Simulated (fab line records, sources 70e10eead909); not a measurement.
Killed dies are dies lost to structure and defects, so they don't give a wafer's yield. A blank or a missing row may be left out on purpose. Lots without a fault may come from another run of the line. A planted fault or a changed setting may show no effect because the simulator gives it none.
Which tool did it? | flow nand_harc | 11 lots, 33 wafers sampled, at 5 steps of a route of 1159

WHAT THE GAUGES READ, wafer by wafer
NHARC_A_CONTACT_CD_MEAS_15.
lot  | measured     | on        | cd_nm (nm)
L781 | day 16 18:21 | cd_sem-01 | 89.3 89.9 89.5
L782 | day 17 03:50 | cd_sem-03 | 89.5 89.1 89.5
L783 | day 17 09:08 | cd_sem-03 | 89.7 89.4 89.5
L787 | day 18 06:24 | cd_sem-03 | 89.9 90.3 90.0
L788 | day 18 12:16 | cd_sem-02 | 89.9 90.5 90.1
L790 | day 19 13:53 | cd_sem-03 | 89.7 89.9 89.9
L794 | day 19 22:00 | cd_sem-01 | 90.1 90.1 90.6
L791 | day 20 01:31 | cd_sem-03 | 90.1 89.6 89.8
L793 | day 20 02:56 | cd_sem-03 | 90.3 90.7 89.7
L798 | day 22 11:16 | cd_sem-03 | 89.4 89.9 89.7
L804 | day 22 16:55 | cd_sem-02 | 89.4 89.4 89.5

NHARC_END_SORT_01.
lot  | measured     | on        | defect_limited_yield (%) | killed_at_array | killed_at_other | killed_at_periphery | killed_dies | killed_open | killed_short | sort_bin_2_pct (%) | sort_bin_3_pct (%) | sort_bin_4_pct (%) | sort_n_pass | sort_rim_yield_pct (%) | sort_yield_pct (%)
L793 | day 22 09:22 | prober-02 | 96.2 94.4 95.9           | 26 37 27        | 0 0 1           | 0 1 0               | 26 38 28    | 1 2 2       | 2 4 3        | 1.0 1.5 1.9        | 0.30 0.30 0.30     | 2.5 3.8 1.9        | 651 639 649 | 96.2 92.5 96.2         | 96.2 94.4 95.9

WHICH TOOL RAN EACH LOT (tool, then ch and the chambers of the sampled wafers, then the start)
lot  | NHARC_A_CONTACT_ETCH_110           | NHARC_A_BLC_ETCH_17                           | NHARC_A_M0_SOFTBAKE_04
L781 | rie_diel-11 ch 1,2,3, day 16 18:38 | rie_diel-13 ch 0,1,3, day 17 00:00 or earlier | litho_track-06 ch 0, day 17 00:00
L782 | rie_diel-05 ch 0,1,3, day 17 04:15 | rie_diel-13 ch 1,2,3, day 17 20:00 or earlier | litho_track-01 ch 0, day 17 20:00
L783 | rie_diel-11 ch 0,1,3, day 17 09:34 | rie_diel-04 ch 0,1,2, day 17 22:00 or earlier | litho_track-01 ch 0, day 17 22:00
L787 | rie_diel-05 ch 0,2,3, day 18 06:41 | rie_diel-04 ch 0,1,2, day 18 14:00 or earlier | litho_track-06 ch 0, day 18 14:00
L788 | rie_diel-11 ch 0,1,3, day 18 12:34 | rie_diel-04 ch 1,2,3, day 18 22:00 or earlier | litho_track-04 ch 0, day 18 22:00
L790 | rie_diel-05 ch 1,2,3, day 19 14:15 | rie_diel-09 ch 1,2,3, day 19 22:00 or earlier | litho_track-04 ch 0, day 19 22:00
L794 | rie_diel-08 ch 0,2,3, day 19 22:25 | rie_diel-04 ch 0,1, day 20 05:00 or earlier   | litho_track-04 ch 0, day 20 05:00
L791 | rie_diel-05 ch 1,2,3, day 20 01:49 | rie_diel-04 ch 1,2,3, day 20 14:00 or earlier | litho_track-04 ch 0, day 20 14:00
L793 | rie_diel-11 ch 1,2,3, day 20 03:14 | rie_diel-13 ch 0,1, day 20 14:00 or earlier   | litho_track-01 ch 0, day 20 14:00
L798 | rie_diel-05 ch 0,2,3, day 22 11:34 | rie_diel-04 ch 1,3, day 23 00:00 or earlier   | litho_track-04 ch 0, day 23 00:00
L804 | rie_diel-08 ch 0,1,3, day 22 17:13 | rie_diel-04 ch 1,2,3, day 23 02:00 or earlier | litho_track-04 ch 0, day 23 02:00
- NHARC_A_CONTACT_ETCH_110: etches the open film in CF4/O2, target depth 50 nm, overetch 5 nm, time 27.5 s.
- NHARC_A_BLC_ETCH_17: etches the open film in N2/H2, target depth 390 nm, time 609.38 s.
- NHARC_A_M0_SOFTBAKE_04: time 55 s.

WHAT THE TOOLS THEMSELVES READ (means of the sampled wafers that have a number; where no wafer has one, the mark that the record gives instead)
NHARC_A_CONTACT_ETCH_110.
lot  | tool        | cf4_flow_sccm (sccm) | chamber_pressure_mTorr (mTorr) | drypump_motor_current_A (A) | oes_product_au (a.u.) | rf_vpp_V (V) | showerhead_plenum_p_Torr (Torr) | throttle_valve_pct (%)
L781 | rie_diel-11 | 79.93                | 30.009                         | 6.1                         | 1.015                 | 196.7        | 1.31                            | 13.398
L782 | rie_diel-05 | 80.22                | 29.993                         | 5.8                         | 1.003                 | 199.5        | 1.40                            | 13.393
L783 | rie_diel-11 | 79.99                | 29.981                         | 6.2                         | 1.000                 | 196.7        | 1.33                            | 13.402
L787 | rie_diel-05 | 79.71                | 30.004                         | 6.1                         | 1.001                 | 198.3        | 1.39                            | 13.393
L788 | rie_diel-11 | 80.05                | 30.026                         | 6.2                         | 1.008                 | 197.6        | 1.33                            | 13.396
L790 | rie_diel-05 | 80.02                | 30.000                         | 5.8                         | 1.005                 | 198.0        | 1.39                            | 13.398
L794 | rie_diel-08 | 79.86                | 29.999                         | 5.7                         | 1.006                 | 198.0        | 1.36                            | 13.402
L791 | rie_diel-05 | 80.24                | 29.998                         | 5.8                         | 1.001                 | 199.4        | 1.39                            | 13.396
L793 | rie_diel-11 | 80.07                | 30.010                         | 6.1                         | 0.999                 | 198.4        | 1.31                            | 13.395
L798 | rie_diel-05 | 79.93                | 30.009                         | 6.1                         | 1.002                 | 198.6        | 1.38                            | 13.393
L804 | rie_diel-08 | 80.02                | 29.975                         | 5.8                         | 1.002                 | 199.4        | 1.36                            | 13.400

NHARC_A_BLC_ETCH_17.
lot  | tool        | chamber_pressure_mTorr (mTorr) | drypump_motor_current_A (A) | h2_flow_sccm (sccm) | oes_product_au (a.u.) | rf_vpp_V (V) | showerhead_plenum_p_Torr (Torr) | throttle_valve_pct (%)
L781 | rie_diel-13 | 30.012                         | 5.8                         | 149.4               | 0.994                 | 431.9        | 2.08                            | 14.176
L782 | rie_diel-13 | 29.985                         | 5.7                         | 149.8               | 1.001                 | 430.0        | 2.03                            | 14.168
L783 | rie_diel-04 | 30.025                         | 5.4                         | 150.1               | 0.994                 | 430.8        | 2.07                            | 14.168
L787 | rie_diel-04 | 29.961                         | 5.5                         | 149.8               | 0.994                 | 430.9        | 2.07                            | 14.174
L788 | rie_diel-04 | 30.008                         | 5.7                         | 149.8               | 0.999                 | 430.1        | 2.01                            | 14.167
L790 | rie_diel-09 | 29.980                         | 5.1                         | 150.1               | 1.002                 | 431.6        | 2.06                            | 14.167
L794 | rie_diel-04 | 29.998                         | 5.2                         | 149.9               | 1.002                 | 430.8        | 2.04                            | 14.170
L791 | rie_diel-04 | 30.021                         | 5.7                         | 150.1               | 0.994                 | 430.4        | 2.01                            | 14.165
L793 | rie_diel-13 | 29.994                         | 5.6                         | 149.8               | 0.990                 | 432.3        | 2.08                            | 14.170
L798 | rie_diel-04 | 30.002                         | 5.3                         | 149.8               | 1.000                 | 429.2        | 1.99                            | 14.163
L804 | rie_diel-04 | 30.001                         | 5.7                         | 149.7               | 1.003                 | 429.7        | 2.01                            | 14.173

NHARC_A_M0_SOFTBAKE_04.
lot  | tool           | heater_power_total_W (W) | resist_line_temp_C (C)
L781 | litho_track-06 | 188.49                   | 22.84
L782 | litho_track-01 | 188.35                   | 23.03
L783 | litho_track-01 | 188.41                   | 23.03
L787 | litho_track-06 | 188.38                   | 22.80
L788 | litho_track-04 | 188.44                   | 23.13
L790 | litho_track-04 | 188.48                   | 23.09
L794 | litho_track-04 | 188.41                   | 22.96
L791 | litho_track-04 | 188.41                   | 22.99
L793 | litho_track-01 | 188.47                   | 23.01
L798 | litho_track-04 | 193.17                   | 22.91
L804 | litho_track-04 | 190.87                   | 22.99

THE ANSWER, worked out from the rows above alone
Rule: what is usual is taken from the lots themselves. Put in order of their means at a reading, lots are off if they are a third of the lots or fewer, leave a main group of 4 or more, and stand apart from it by a gap of 3 or more times the standard deviation of the main group's means; of several such gaps the widest counts. A main group whose means are all the same, to the digits that the tables above print for the reading, isn't used. A lot without any number at a reading at which 4 lots or more have one is off too. The other lots that the step has rows for count as sound. The gauges are gone through in route order, then the tools' own readings, and for those a lot's mean is taken as printed above. The first step at which some lot is off is used, and at that step the reading that is off furthest; a lot without a number counts as furthest.
Off: L798, L804, at NHARC_A_M0_SOFTBAKE_04 (heater_power_total_W). The main group: mean 188.43 W, standard deviation 0.044.
A tool fits if, at that step or a process step before it, it ran every lot that is off, and no sound lot after the first of them. NHARC_A_BLC_ETCH_17 gives no start for some lots, so the hours and the order of its lots are those of NHARC_A_M0_SOFTBAKE_04. Can't be told from this: 2 tools fit, rie_diel-04 at NHARC_A_BLC_ETCH_17, litho_track-04 at NHARC_A_M0_SOFTBAKE_04.

WHAT THE SIMULATOR HAD PUT IN
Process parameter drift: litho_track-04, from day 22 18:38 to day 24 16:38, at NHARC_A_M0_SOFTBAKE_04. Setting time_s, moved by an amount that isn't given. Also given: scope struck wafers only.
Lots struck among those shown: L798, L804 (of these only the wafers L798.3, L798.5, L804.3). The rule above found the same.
